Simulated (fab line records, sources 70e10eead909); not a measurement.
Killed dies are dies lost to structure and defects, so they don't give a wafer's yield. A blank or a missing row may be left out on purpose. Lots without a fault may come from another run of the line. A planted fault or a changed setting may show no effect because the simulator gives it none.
Which tool did it? | flow nand_harc | 12 lots, 36 wafers sampled, at 6 steps of a route of 1302

WHAT THE GAUGES READ, wafer by wafer
NHARC_A_DECK1_JOINT_THK_MEAS_17: measures by ellipsometry.
lot  | measured     | on            | thk_nm (nm)
L577 | day 13 03:23 | film_metro-01 | 44.2 44.7 45.1
L580 | day 14 05:58 | film_metro-02 | 44.1 43.9 43.7
L581 | day 14 21:36 | film_metro-01 | 46.0 43.5 44.3
L582 | day 15 17:23 | film_metro-01 | 44.4 45.6 45.6
L583 | day 15 17:32 | film_metro-01 | 44.6 45.9 46.6
L584 | day 16 23:29 | film_metro-01 | 45.0 45.2 43.9
L585 | day 17 04:59 | film_metro-01 | 44.5 45.4 45.4
L587 | day 17 05:05 | film_metro-01 | 46.3 47.1 44.8
L589 | day 18 10:32 | film_metro-01 | 45.5 46.0 46.9
L590 | day 18 23:26 | film_metro-01 | 45.1 44.6 45.2
L591 | day 19 06:35 | film_metro-01 | 44.4 45.5 45.4
L597 | day 21 13:04 | film_metro-01 | 45.3 44.3 44.6

NHARC_A_ONON_D2_THK_MEAS_27: measures by ellipsometry.
lot  | measured     | on            | thk_nm (nm)
L577 | day 13 19:22 | film_metro-02 | 1018 1018 1018
L580 | day 14 20:41 | film_metro-02 | 976 976 974
L581 | day 15 10:42 | film_metro-01 | 1017 1015 1014
L582 | day 16 05:41 | film_metro-02 | 995 997 995
L583 | day 16 05:41 | film_metro-01 | 986 986 986
L584 | day 17 13:07 | film_metro-01 | 995 995 995
L585 | day 17 16:55 | film_metro-02 | 996 994 996
L587 | day 17 16:55 | film_metro-02 | 979 979 982
L589 | day 18 22:49 | film_metro-02 | 975 977 976
L590 | day 19 11:21 | film_metro-01 | 1168 1166 1165
L591 | day 19 19:05 | film_metro-01 | 1184 1182 1184
L597 | day 22 02:56 | film_metro-02 | 1017 1018 1020

NHARC_END_SORT_01.
lot  | measured     | on        | killed_at_array | killed_at_other | killed_at_periphery | killed_dies | killed_open | killed_short
L590 | day 31 06:13 | prober-02 | 671 674 674     | 2 1 0           | 4 2 3               | 677 677 677 | 4 5 2       | 2 4 6
L591 | day 31 00:04 | prober-01 | 673 669 674     | 3 1 1           | 1 7 2               | 677 677 677 | 1 0 1       | 3 4 6

WHICH TOOL RAN EACH LOT (tool, then ch and the chambers of the sampled wafers, then the start)
lot  | NHARC_A_CHANNEL_FILL_D1_ALD_16   | NHARC_A_ONON_D2_DEP_25           | NHARC_A_CHANNEL_HOLE_D2_ETCH_38
L577 | ald_hk-04 ch 1,2,3, day 10 08:49 | pecvd_onon-03 ch 0, day 13 18:51 | rie_diel-07 ch 0,1, day 14 03:19
L580 | ald_hk-02 ch 1,2,3, day 11 10:55 | pecvd_onon-02 ch 0, day 14 20:10 | rie_diel-08 ch 0,1,3, day 15 00:41
L581 | ald_hk-02 ch 0,1,3, day 11 22:39 | pecvd_onon-02 ch 0, day 15 10:15 | rie_diel-07 ch 0,1,2, day 15 16:34
L582 | ald_hk-03 ch 0,2,3, day 12 18:05 | pecvd_onon-04 ch 0, day 16 05:10 | rie_diel-07 ch 1,2, day 16 10:30
L583 | ald_hk-03 ch 1,2,3, day 12 18:25 | pecvd_onon-02 ch 0, day 16 05:18 | rie_diel-07 ch 0,2, day 16 12:45
L584 | ald_hk-03 ch 0,1,3, day 13 13:28 | pecvd_onon-02 ch 0, day 17 12:46 | rie_diel-07 ch 0,3, day 17 17:38
L585 | ald_hk-02 ch 0,2,3, day 14 04:53 | pecvd_onon-02 ch 0, day 17 16:27 | rie_diel-06 ch 2,3, day 17 22:07
L587 | ald_hk-04 ch 1,2,3, day 14 11:59 | pecvd_onon-03 ch 0, day 17 16:25 | rie_diel-08 ch 0,1,3, day 17 23:15
L589 | ald_hk-03 ch 2,3, day 15 07:38   | pecvd_onon-02 ch 0, day 18 22:22 | rie_diel-08 ch 0,1, day 19 09:35
L590 | ald_hk-04 ch 1,2,3, day 15 20:37 | pecvd_onon-02 ch 0, day 19 10:51 | -
L591 | ald_hk-03 ch 1,2,3, day 16 07:28 | pecvd_onon-02 ch 0, day 19 18:35 | -
L597 | ald_hk-04 ch 0,1,2, day 18 16:23 | pecvd_onon-03 ch 0, day 22 02:29 | rie_diel-08 ch 0,1,2, day 22 07:05
- NHARC_A_CHANNEL_FILL_D1_ALD_16: deposits SiO2, target thk 1.5 nm, pulse time 10 s, ald cycles 15.
- NHARC_A_ONON_D2_DEP_25: target thk 1000 nm.
- NHARC_A_CHANNEL_HOLE_D2_ETCH_38: etches the open film in CF4, target depth 39 nm, time 65 s.

WHAT THE TOOLS THEMSELVES READ (means of the sampled wafers that have a number; where no wafer has one, the mark that the record gives instead)
NHARC_A_CHANNEL_FILL_D1_ALD_16.
lot  | tool      | heater_power_w (W) | precursor_pulse_height_rel | susceptor_temp_C (C)
L577 | ald_hk-04 | 453                | 0.985                      | 299.94
L580 | ald_hk-02 | 447                | 0.979                      | 299.96
L581 | ald_hk-02 | 488                | 0.988                      | 300.04
L582 | ald_hk-03 | 443                | 0.998                      | 300.07
L583 | ald_hk-03 | 411                | 1.006                      | 299.83
L584 | ald_hk-03 | 415                | 1.003                      | 300.00
L585 | ald_hk-02 | 486                | 0.997                      | 300.04
L587 | ald_hk-04 | 466                | 0.995                      | 300.05
L589 | ald_hk-03 | 457                | 0.995                      | 299.74
L590 | ald_hk-04 | 472                | 0.988                      | 299.92
L591 | ald_hk-03 | 412                | 0.992                      | 300.25
L597 | ald_hk-04 | 477                | 1.008                      | 300.02

NHARC_A_ONON_D2_DEP_25.
lot  | tool          | susceptor_temp_C (C)
L577 | pecvd_onon-03 | 400.01
L580 | pecvd_onon-02 | 399.81
L581 | pecvd_onon-02 | 399.96
L582 | pecvd_onon-04 | 400.22
L583 | pecvd_onon-02 | 399.86
L584 | pecvd_onon-02 | 400.06
L585 | pecvd_onon-02 | 399.86
L587 | pecvd_onon-03 | 399.99
L589 | pecvd_onon-02 | 399.63
L590 | pecvd_onon-02 | 400.14
L591 | pecvd_onon-02 | 400.03
L597 | pecvd_onon-03 | 400.07

NHARC_A_CHANNEL_HOLE_D2_ETCH_38.
lot  | tool        | drypump_motor_current_A (A) | oes_product_au (a.u.) | rf_vpp_V (V) | showerhead_plenum_p_Torr (Torr) | throttle_valve_pct (%)
L577 | rie_diel-07 | 5.2                         | 0.998                 | 149.9        | 1.66                            | 13.285
L580 | rie_diel-08 | 5.5                         | 1.008                 | 150.0        | 1.74                            | 13.284
L581 | rie_diel-07 | 5.6                         | 1.003                 | 151.2        | 1.73                            | 13.288
L582 | rie_diel-07 | 5.7                         | 1.009                 | 151.7        | 1.81                            | 13.278
L583 | rie_diel-07 | 6.0                         | 1.007                 | 151.5        | 1.73                            | 13.291
L584 | rie_diel-07 | 6.0                         | 1.004                 | 149.6        | 1.72                            | 13.285
L585 | rie_diel-06 | 5.7                         | 0.998                 | 151.5        | 1.76                            | 13.283
L587 | rie_diel-08 | 5.5                         | 0.995                 | 152.2        | 1.74                            | 13.280
L589 | rie_diel-08 | 5.2                         | 1.005                 | 150.6        | 1.71                            | 13.281
L597 | rie_diel-08 | 5.4                         | 0.997                 | 151.8        | 1.77                            | 13.281

THE ANSWER, worked out from the rows above alone
Rule: what is usual is taken from the lots themselves. Put in order of their means at a reading, lots are off if they are a third of the lots or fewer, leave a main group of 4 or more, and stand apart from it by a gap of 3 or more times the standard deviation of the main group's means; of several such gaps the widest counts. A main group whose means are all the same, to the digits that the tables above print for the reading, isn't used. A lot without any number at a reading at which 4 lots or more have one is off too. The other lots that the step has rows for count as sound. The gauges are gone through in route order, then the tools' own readings, and for those a lot's mean is taken as printed above. The first step at which some lot is off is used, and at that step the reading that is off furthest; a lot without a number counts as furthest.
Off: L590, L591, at NHARC_A_ONON_D2_THK_MEAS_27 (thk_nm). The main group: mean 996 nm, standard deviation 16.
A tool fits if, at a process step before that reading, it ran every lot that is off, and no sound lot after the first of them. The gauges at NHARC_A_ONON_D2_THK_MEAS_27 are tried like those tools. Can't be told from this: 2 tools fit, pecvd_onon-02 at NHARC_A_ONON_D2_DEP_25, film_metro-01 at NHARC_A_ONON_D2_THK_MEAS_27.

WHAT THE SIMULATOR HAD PUT IN
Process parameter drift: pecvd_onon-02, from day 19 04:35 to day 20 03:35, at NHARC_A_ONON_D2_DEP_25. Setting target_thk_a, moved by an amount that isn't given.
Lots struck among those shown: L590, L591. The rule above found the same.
